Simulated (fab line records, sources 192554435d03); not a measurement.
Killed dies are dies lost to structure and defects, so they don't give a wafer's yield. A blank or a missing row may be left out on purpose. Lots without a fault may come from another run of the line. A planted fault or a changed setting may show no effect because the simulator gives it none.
fab line records | flow n5_finfet
record lots=5 wafers=15 last_day=20
route steps=1938 shown BEOL_M4@1086 BEOL_M5@1112 PASSIVATION@1936
lots that met no fault: from a run of the same line without faults
start_h: hours from the record's first day to the start of the lot's first wafer shown | wait_h: hours since the lot's step before | " the same as in the row above | L1.1+2: a row that stands for several wafers | - no value, or no start given | * or withheld: withheld | < > ~ a bound
route shown NAME@n: a module of which the file shows steps, and the number in the route of the first | usual: mean/standard deviation of fault-free wafers | same: alike in all rows | chamber/n: place in a boat | sites: the reading at each site | _std_site: their standard deviation | _edge_site: outer sites' mean less inner sites' | radius_mm: how far each site lies from the wafer's centre | mask NAME#n: copy n | behind: the tool/chamber that last shaped the wafer | hold: why the lot was held/for how many hours/how that ended | device: the transistor (n, p or np) that didn't switch | end of line: the same wafers' tests at the end of the route | a step without rows: its recipe alone | killed: dies lost to structure and defects at the first sort, not the wafer's yield | map: a wafer's dies, x killed, . not, _ none there
set.NAME: the setting as run; set.NAME@STEP: as run at that earlier step | model.NAME: the simulator's own value behind a step, which no gauge read
lots at some steps of the route; a table a step, a row a wafer
services: from which hour (start_h, from the record's first day; less than 0 if before it) a tool's chamber was out of use, for how many hours, and why
## steps
# step N5_BEOL_M4_SPUTTER_79
# recipe material=Cu target_thk_a=45 temp_c=-20 chamber_pressure_pa=0.07 power_w=withheld time_s=8.29
# step N5_BEOL_M4_ANNEAL_80
# recipe temp_c=400 time_s=240 ambient=vacuum
# usual heater_power_w=836/71
# columns lot.wafer tool chamber start_h wait_h heater_power_w
L271.1 pvd_sputter-02 - 207.96 0.0 830
L271.2 " - " " 769
L271.6 " - " " 757
L275.2 pvd_sputter-03 - 255.94 0.0 889
L275.5 " - " " 751
L275.6 " - " " 878
L279.1 pvd_sputter-03 - 272.54 0.0 929
L279.2 " - " " 744
L279.4 " - " " 879
L276.3 pvd_sputter-02 - 344.73 0.0 805
L276.4 " - " " 830
L276.5 " - " " 849
L291.3 pvd_sputter-02 - 366.87 0.0 861
L291.4 " - " " 759
L291.5 " - " " 847
# step N5_BEOL_M4_SPUTTER_81
# recipe material=Cu target_thk_a=45 temp_c=-20 chamber_pressure_pa=0.07 power_w=withheld time_s=8.29
# step N5_BEOL_M4_ANNEAL_82
# recipe temp_c=400 time_s=240 ambient=vacuum
# usual heater_power_w=836/70
# columns lot.wafer tool chamber start_h wait_h heater_power_w
L271.1 pvd_sputter-02 - 208.18 0.0 860
L271.2 " - " " 747
L271.6 " - " " 769
L275.2 pvd_sputter-03 - 256.16 0.0 896
L275.5 " - " " 740
L275.6 " - " " 868
L279.1 pvd_sputter-03 - 272.76 0.0 890
L279.2 " - " " 741
L279.4 " - " " 892
L276.3 pvd_sputter-02 - 344.95 0.0 833
L276.4 " - " " 873
L276.5 " - " " 832
L291.3 pvd_sputter-02 - 367.09 0.0 825
L291.4 " - " " 747
L291.5 " - " " 839
# step N5_BEOL_M4_SPUTTER_86
# recipe material=Cu target_thk_a=45 temp_c=-20 chamber_pressure_pa=0.07 power_w=withheld time_s=8.29
# step N5_BEOL_M4_ANNEAL_87
# recipe temp_c=400 time_s=240 ambient=vacuum
# step N5_BEOL_M4_SPUTTER_88
# recipe material=Cu target_thk_a=45 temp_c=-20 chamber_pressure_pa=0.07 power_w=withheld time_s=8.29
# step N5_BEOL_M4_ANNEAL_89
# recipe temp_c=400 time_s=240 ambient=vacuum
# usual heater_power_w=837/71
# columns lot.wafer tool chamber start_h wait_h heater_power_w
L271.1 pvd_sputter-02 - 208.62 0.0 835
L271.2 " - " " 758
L271.6 " - " " 785
L275.2 pvd_sputter-03 - 256.60 0.0 890
L275.5 " - " " 750
L275.6 " - " " 873
L279.1 pvd_sputter-03 - 273.20 0.0 908
L279.2 " - " " 754
L279.4 " - " " 899
L276.3 pvd_sputter-02 - 345.39 0.0 829
L276.4 " - " " 863
L276.5 " - " " 840
L291.3 pvd_sputter-02 - 367.53 0.0 848
L291.4 " - " " 769
L291.5 " - " " 873
# step N5_BEOL_M4_SPUTTER_90
# recipe material=Cu target_thk_a=45 temp_c=-20 chamber_pressure_pa=0.07 power_w=withheld time_s=8.29
# step N5_BEOL_M4_ANNEAL_91
# recipe temp_c=400 time_s=240 ambient=vacuum
# step N5_BEOL_M4_SPUTTER_92
# recipe material=Cu target_thk_a=45 temp_c=-20 chamber_pressure_pa=0.07 power_w=withheld time_s=8.29
# step N5_BEOL_M4_ANNEAL_93
# recipe temp_c=400 time_s=240 ambient=vacuum
# step N5_BEOL_M4_SPUTTER_94
# recipe material=Cu target_thk_a=45 temp_c=-20 chamber_pressure_pa=0.07 power_w=withheld time_s=8.29
# usual substrate_temp_c=-20.02/0.11 throttle_valve_pct=29.9/1.1
# columns lot.wafer tool chamber start_h wait_h substrate_temp_c throttle_valve_pct
L271.1 pvd_sputter-02 - 209.20 0.1 -19.86 30.4
L271.2 " - " " -20.05 30.0
L271.6 " - " " -19.97 30.2
L275.2 pvd_sputter-03 - 257.18 0.1 -19.91 30.7
L275.5 " - " " -20.02 31.0
L275.6 " - " " -20.01 30.6
L279.1 pvd_sputter-03 - 273.78 0.1 -19.90 29.1
L279.2 " - " " -20.06 29.5
L279.4 " - " " -20.07 30.4
L276.3 pvd_sputter-02 - 345.97 0.1 -19.90 31.0
L276.4 " - " " -19.79 27.5
L276.5 " - " " -19.71 27.5
L291.3 pvd_sputter-02 - 368.11 0.1 -20.02 30.9
L291.4 " - " " -20.06 30.2
L291.5 " - " " -19.92 27.2
# step N5_BEOL_M4_ANNEAL_95
# recipe temp_c=400 time_s=240 ambient=vacuum
# step N5_BEOL_M4_SPUTTER_96
# recipe material=Cu target_thk_a=45 temp_c=-20 chamber_pressure_pa=0.07 power_w=withheld time_s=8.29
# step N5_BEOL_M4_ECD_50
# recipe material=Cu target_thk_a=3000
# step N5_BEOL_M4_ANNEAL_51
# recipe temp_c=225 time_s=90 ambient=N2
# usual wafer_temp_C_max=226.00/0.23
# columns lot.wafer tool chamber start_h wait_h wafer_temp_C_max
L271.1 rtp_anneal-02 0 209.61 0.1 225.95
L271.2 " 0 " " 226.37
L271.6 " 0 " " 226.18
L275.2 rtp_anneal-02 0 257.64 0.1 226.39
L275.5 " 0 " " 226.16
L275.6 " 0 " " 225.78
L279.1 rtp_anneal-02 0 274.59 0.5 225.79
L279.2 " 0 " " 226.12
L279.4 " 0 " " 225.93
L276.3 rtp_anneal-02 0 346.47 0.1 225.85
L276.4 " 0 " " 226.10
L276.5 " 0 " " 226.17
L291.3 rtp_anneal-02 0 368.62 0.1 225.94
L291.4 " 0 " " 226.17
L291.5 " 0 " " 226.24
# step N5_BEOL_M4_CMP_52
# recipe stop_on=SiOC t_overpolish_s=6.8 down_force_psi=1 platen_rpm=50 clearing_platen_down_force_psi=1.5 clearing_platen_rpm=50 post_cmp_clean=cu_alkaline target_thk_nm=40 clearing_platen_pad_velocity_m_s=0.99484 pad_velocity_m_s=0.99484
# usual barrier_field_endpoint_s=24.6/0.64 motor_current_A=6.3/0.76 overpolish_run_s=6.800/0.0088 time_to_endpoint_s=61.8/2.6
# columns lot.wafer tool chamber start_h wait_h barrier_field_endpoint_s motor_current_A overpolish_run_s time_to_endpoint_s
L271.2 cmp-03 1 210.25 0.5 23.9 6.6 6.802 60.1
L271.1 " 2 " " 24.3 6.7 6.790 63.5
L271.6 " 0 " " 24.3 6.2 6.807 61.6
L275.2 cmp-02 0 257.90 0.2 25.0 7.1 6.783 62.2
L275.5 " 0 " " 25.3 7.6 6.807 61.4
L275.6 " 1 " " 24.9 5.0 6.814 62.4
L279.4 cmp-03 0 274.93 0.2 24.4 6.3 6.790 60.3
L279.2 " 1 " " 24.5 6.1 6.798 62.7
L279.1 " 2 " " 24.5 6.7 6.794 60.5
L276.4 cmp-04 3 346.68 0.1 24.7 5.9 6.798 63.5
L276.3 " 1 " " 23.8 6.4 6.787 61.3
L276.5 " 0 " " 24.0 6.2 6.799 68.1
L291.4 cmp-02 0 368.90 0.2 24.0 7.5 6.799 62.6
L291.3 " 1 " " 24.3 5.0 6.800 64.8
L291.5 " 2 " " 24.2 7.0 6.805 58.9
# step N5_BEOL_M4_PRE_CLEAN_60
# recipe gas=NH3/H2 time_s=15 temp_c=* rf_power_w=300
# step N5_BEOL_M4_CO_CAP_55
# recipe material=Co target_thk_a=20 temp_c=200 precursor=CCTBA/H2 pressure_torr=30 time_s=102.1
# step N5_BEOL_M4_PRE_CLEAN_56
# recipe gas=NH3 time_s=15 temp_c=withheld rf_power_w=300
# step N5_BEOL_M4_DEP_57
# recipe material=SiCN target_thk_a=80 temp_c=withheld precursor=3MS/NH3 pressure_torr=3 rf_w=202 time_s=14
# step N5_BEOL_M4_RS_MEAS_58
# recipe thk_meas_gauge=four-point-probe reads=Co_of_BEOL_M4_CO_CAP_55+Cu_of_BEOL_M4_ECD_50+Co_of_BEOL_M4_CVD_47+TaN_of_BEOL_M4_ALD_84
# usual M4_RS=0.671/0.029
# columns lot.wafer tool chamber start_h wait_h M4_RS[ohm/sq]
L271.1 film_metro-02 - 210.73 0.0 0.713
L271.2 " - " " 0.670
L271.6 " - " " 0.692
L275.2 film_metro-02 - 258.48 0.1 0.637
L275.5 " - " " 0.642
L275.6 " - " " 0.640
L279.1 film_metro-01 - 275.44 0.0 0.713
L279.2 " - " " 0.670
L279.4 " - " " 0.698
L276.3 film_metro-02 - 347.24 0.1 0.673
L276.4 " - " " 0.704
L276.5 " - " " 0.668
L291.3 film_metro-02 - 369.38 0.1 0.663
L291.4 " - " " 0.641
L291.5 " - " " 0.683
# step N5_BEOL_M5_ILD_DEP_00
# recipe material=SiCOH_lowk target_thk_a=1406.4 temp_c=300 precursor=DEMS/porogen pressure_torr=5 rf_w=500 time_s=25.9
# step N5_BEOL_M5_CURE_79
# recipe temp_c=385 time_s=240 ambient=He/Ar material=SiCOH_lowk
# step N5_BEOL_M5_THK_MEAS_01
# recipe reads=SiCOH_lowk_of_BEOL_M5_ILD_DEP_00
# usual M5_ILD_THK=121.2/1.4
# columns lot.wafer tool chamber start_h wait_h M5_ILD_THK[nm]
L271.1 film_metro-01 - 212.35 0.4 120.7
L271.2 " - " " 119.5
L271.6 " - " " 122.8
L275.2 film_metro-01 - 260.58 0.7 118.7
L275.5 " - " " 120.3
L275.6 " - " " 121.4
L279.1 film_metro-01 - 277.03 0.4 122.3
L279.2 " - " " 120.5
L279.4 " - " " 121.4
L276.3 film_metro-02 - 348.83 0.3 120.5
L276.4 " - " " 122.7
L276.5 " - " " 121.1
L291.3 film_metro-01 - 371.47 0.5 121.3
L291.4 " - " " 122.6
L291.5 " - " " 122.0
# step N5_BEOL_M5_PECVD_70
# recipe material=SiO2 target_thk_a=160 temp_c=400 precursor=TEOS/O2 pressure_torr=5.5 rf_w=450 teos_flow_sccm=53.8 gas=O2 flow_sccm=3000 time_s=18
# step N5_BEOL_M5_HM_DEP_02
# recipe material=TiN target_thk_a=200 temp_c=25 chamber_pressure_pa=0.49996
# step N5_BEOL_M5_COAT_59
# recipe resist=SOC temp_c=250 time_s=60 spin_rpm=1500 resist_thk_nm=60
# step N5_BEOL_M5_COAT_60
# recipe resist=SiARC temp_c=220 time_s=60 spin_rpm=1500 resist_thk_nm=12
# step N5_BEOL_M5_COAT_71
# recipe resist=underlayer temp_c=205 time_s=60 spin_rpm=1500 resist_thk_nm=5
# step N5_BEOL_M5_COAT_05
# recipe resist=CAR-EUV spin_rpm=1500 resist_thk_nm=30
# step N5_BEOL_M5_EBR_07
# recipe solvent=PGMEA ebr_width_mm=1.5
# step N5_BEOL_M5_SOFTBAKE_06
# recipe temp_c=110 time_s=60 resist=CAR-EUV
# step N5_BEOL_M5_EXPOSE_08
# recipe mask_id=M5 na=0.33 source_shape=annular sigma_inner=0.4 sigma_outer=0.8 polarization=unpolarized target_cd_nm=28 dose_mj=35.75
# step N5_BEOL_M5_PEB_09
# recipe peb_temp_c=100 peb_time_s=60 resist=CAR-EUV
# step N5_BEOL_M5_DEVELOP_10
# recipe develop_time_s=30 developer=TMAH resist=CAR-EUV rinse_liquid=surfactant_rinse dry=air_spin dev_temp_c=23
# step N5_BEOL_M5_CD_MEAS_11
# recipe target_cd_nm=27.74 landing_energy_ev=500 detector=se_inlens
# usual cd_nm=28.08/0.25
# same landing_energy_ev=500
# columns lot.wafer tool chamber start_h wait_h cd_nm
L271.1 cd_sem-01 0 213.40 - 27.94
L271.2 " 0 " " 27.87
L271.6 " 0 " " 27.91
L275.2 cd_sem-02 0 261.13 - 28.23
L275.5 " 0 " " 28.19
L275.6 " 0 " " 27.96
L279.1 cd_sem-03 0 278.95 - 28.13
L279.2 " 0 " " 28.19
L279.4 " 0 " " 28.25
L276.3 cd_sem-03 0 350.86 - 27.82
L276.4 " 0 " " 28.40
L276.5 " 0 " " 28.11
L291.3 cd_sem-02 0 372.26 - 28.18
L291.4 " 0 " " 27.94
L291.5 " 0 " " 28.23
# step N5_BEOL_M5_OVL_MEAS_12
# recipe points_per_wafer=522
# usual M5_OVL=0.1/0.73
# columns lot.wafer tool chamber start_h wait_h M5_OVL[nm]
L271.1 overlay-02 0 213.43 0.0 -0.5
L271.2 " 0 " " -2.3
L271.6 " 0 " " -1.6
L275.2 overlay-02 0 261.16 0.0 -1.3
L275.5 " 0 " " -0.3
L275.6 " 0 " " -1.0
L279.1 overlay-02 0 278.98 0.0 0.6
L279.2 " 0 " " 0.2
L279.4 " 0 " " 0.2
L276.3 overlay-01 0 350.90 0.0 -0.8
L276.4 " 0 " " 0.2
L276.5 " 0 " " -0.3
L291.3 overlay-01 0 372.30 0.0 0.9
L291.4 " 0 " " 0.3
L291.5 " 0 " " 0.3
# step N5_PASSIVATION_PROBE_49
# usual killed_at_M0_to_M3=37/12 killed_at_M4_up=15/5.6 killed_at_contacts=13/6.9 killed_at_front_end=40/11 killed_at_other=4/3.2 killed_dies=109/20 killed_open=73/15 killed_short=35/8.3
# same gross_dies=1180 killed_at_back_side=0
# columns lot.wafer tool chamber start_h wait_h killed_at_M0_to_M3 killed_at_M4_up killed_at_contacts killed_at_front_end killed_at_other killed_dies killed_open killed_short
L275.2 prober-02 - 363.78 0.1 34 13 8 38 10 103 77 25
L275.5 prober-02 - 363.93 0.2 38 10 15 30 1 94 69 25
L275.6 prober-02 - 363.98 0.3 33 15 15 57 3 123 80 40
L279.1 prober-01 - 387.53 0.0 44 102 10 27 1 184 56 32
L279.2 prober-01 - 387.58 0.1 33 61 18 20 5 137 55 32
L279.4 prober-01 - 387.68 0.2 26 127 14 34 2 203 76 22
# killed by level:class
L275.2 STI_FIN_REVEAL:geometric_particle:open=14 BEOL_M2:geometric_particle:open=13 MOL_CONTACT_COAG:geometric_particle:open=7 BEOL_M1:geometric_particle:open=7 FIN_SAQP:geometric_particle:open=6 BEOL_M3:geometric_particle:open=4 BEOL_M4:geometric_particle:open=4 GATE_CUT:geometric_particle:open=3
L275.5 MOL_CONTACT_COAG:geometric_particle:open=13 BEOL_M0_SAQP:geometric_particle:open=9 BEOL_M2:geometric_particle:open=9 BEOL_M3:geometric_particle:open=9 FIN_SAQP:geometric_particle:open=8 STI_FIN_REVEAL:geometric_particle:open=4 BEOL_M4:geometric_particle:open=4 STARTING-WAFER:geometric_particle:open=4
L275.6 BEOL_M2:geometric_particle:open=15 FIN_SAQP:geometric_particle:open=13 FIN_SAQP:geometric_particle:short=11 MOL_CONTACT_COAG:geometric_particle:open=11 STI_FIN_REVEAL:geometric_particle:open=9 BEOL_M4:geometric_particle:open=6 GATE_CUT:geometric_particle:short=5 DUMMY_GATE:geometric_particle:open=4
L279.1 BEOL_M4:unspecified=96 BEOL_M0_SAQP:geometric_particle:short=10 BEOL_M3:geometric_particle:open=8 STI_FIN_REVEAL:geometric_particle:open=7 MOL_CONTACT_COAG:geometric_particle:open=7 BEOL_M0_SAQP:geometric_particle:open=7 BEOL_M2:geometric_particle:open=7 BEOL_M3:geometric_particle:short=6
L279.2 BEOL_M4:unspecified=49 MOL_CONTACT_COAG:geometric_particle:open=14 BEOL_M0_SAQP:geometric_particle:short=8 BEOL_M0_SAQP:geometric_particle:open=8 BEOL_M2:geometric_particle:open=6 BEOL_M4:geometric_particle:open=6 FIN_SAQP:geometric_particle:short=5 BEOL_M3:geometric_particle:open=5
L279.4 BEOL_M4:unspecified=105 MOL_CONTACT_COAG:geometric_particle:open=13 STI_FIN_REVEAL:geometric_particle:open=10 BEOL_M4:geometric_particle:open=10 BEOL_M2:geometric_particle:open=9 FIN_SAQP:geometric_particle:open=5 BEOL_M3:geometric_particle:open=5 BEOL_M0_SAQP:geometric_particle:open=4
# map L279.4 (x killed, . not)
_________________......x.x...________________
______________.................._____________
___________....x...................__________
__________.........................._________
________...........x.......xx........._______
_______x..x.x.....xx..x................______
______........x.x.x...................x._____
_____.........................x....x.....____
____.................................x....___
___.........x..xxxx.xx....x...............x__
___.......xxxxxxxxxxx.x....................__
__..x......x.xxxxxxxxxx.........x..........._
__x....x.x..xxxxxxxxxx...........x.xx......._
_.....xx.x.xxxxxxxxxxxx..............x...x...
_x........x.xxxxxxxxxxx.........x......xx..x.
_......xx.x.xxxxxxxxxx.x..x...x..............
_........x.x.xxxxxxxxxxxx................x...
_............xxxxxx.x.x..........x..x..x.xx..
_.x..x....x.x..xxxx.........x................
_....x......x.x..x.x.........x..........x....
_...............x...x.....x.................x
__...x.....x......x..................x......_
__.............................xx..xx......._
___.......................................x__
___x.....x.............x...................__
____............x.............x...........___
_____..x.....xx..x...x...................____
______......xx..x..x...................._____
_______.....x........x.x..x............______
________..........x......x....x......._______
__________.....xx.................x._________
___________........x...............__________
______________.................x_____________
_________________..x.........________________
# map L275.6 (x killed, . not)
_________________....x.......________________
______________.................._____________
___________..x.......x.............__________
__________....x.x.......x.......x..x_________
________..................x...xx....x._______
_______....................x...........______
______....x.......x....................._____
_____..............x.x.........x.........____
____....x..........x.....x................___
___.........x.x....x.................x...x.__
___..........x....x......................xx__
__.x............x.x.........xx..x....x.x...x_
__....................x...x........x..x....._
_.............x...........xx.....x....x......
_x.x..............................x......x...
_.x........................x......xx.........
_.x.x.................................x......
_.x..........................................
_...........x....x........................x..
_...........x....x......x....x..x....x.x.....
_.x...x...............x..............x....x..
__..x.................x...................xx_
__..x.x..............................x..x..._
___..x..........x.....x.x.x.x....x.....x...__
___..........x..........................x..__
____x...x..x..............................___
_____.x...x....x...x........x.......x...x____
______....x....x........x..x......x....x_____
_______......x.........................______
________......x......x.....x......x..._______
__________.............x...xx.x....._________
___________....x.................xx__________
______________...........x......_____________
_________________.......x....________________
## services
# columns tool chamber start_h hours kind
cmp-02 - 186.48 - consumable_replace:conditioner
cmp-02 - 186.48 - consumable_replace:pad
cmp-03 - 189.93 0.7 repair
cmp-04 - 196.76 2.9 repair
cmp-02 - 198.37 3.8 pm
cmp-03 - 230.10 4.0 pm
cmp-03 - 234.10 - consumable_replace:conditioner
cmp-03 - 234.10 - consumable_replace:pad
cmp-03 - 246.85 3.4 repair
cmp-04 - 247.41 4.0 pm
cmp-04 - 251.41 - consumable_replace:conditioner
cmp-04 - 251.41 - consumable_replace:pad
cmp-03 - 262.37 2.5 repair
cmp-03 - 312.21 3.3 pm
cmp-03 - 318.05 1.8 repair
cmp-02 - 319.57 0.9 repair
cmp-04 - 331.17 1.9 repair
cmp-02 - 343.07 2.4 repair
cmp-02 - 349.95 2.2 repair
cmp-03 - 362.08 1.0 repair
cmp-03 - 368.47 1.3 repair
## key
first_sign step=N5_PASSIVATION_PROBE_49 reading=killed_at_M4_up direction=up sigmas=15 usual=15 struck=97
effect step=N5_PASSIVATION_PROBE_49 reading=killed_dies direction=up sigmas=3.3 usual=109 struck=175
more_kills_born_at N5_BEOL_M4_SPUTTER_94@pvd_sputter-03=250
met_at N5_BEOL_M4_SPUTTER_94
struck_wafers L279.1,L279.2,L279.4
tester_left_out L279
onset_between 257.18 273.78
also_fits N5_BEOL_M4_ANNEAL_80:pvd_sputter-03,N5_BEOL_M4_ANNEAL_82:pvd_sputter-03,N5_BEOL_M4_ANNEAL_89:pvd_sputter-03,N5_BEOL_M4_CMP_52:cmp-03
earlier_fault kind=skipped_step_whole tool=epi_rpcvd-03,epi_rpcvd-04 chamber=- onset_h=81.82 steps=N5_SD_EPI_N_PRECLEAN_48 scope=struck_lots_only
fault kind=chamber_particle_source tool=pvd_sputter-03 chamber=- onset_h=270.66 steps=N5_BEOL_M4_SPUTTER_94 rate_per_visit_cm2=0.73249
# tester_left_out: of these lots the tester's yield and bins aren't shown, on N5 and GAA mostly nor the transistor test; their killed dies are dies lost to structure and defects alone, not to doping, threshold or leakage, so they don't give the yield
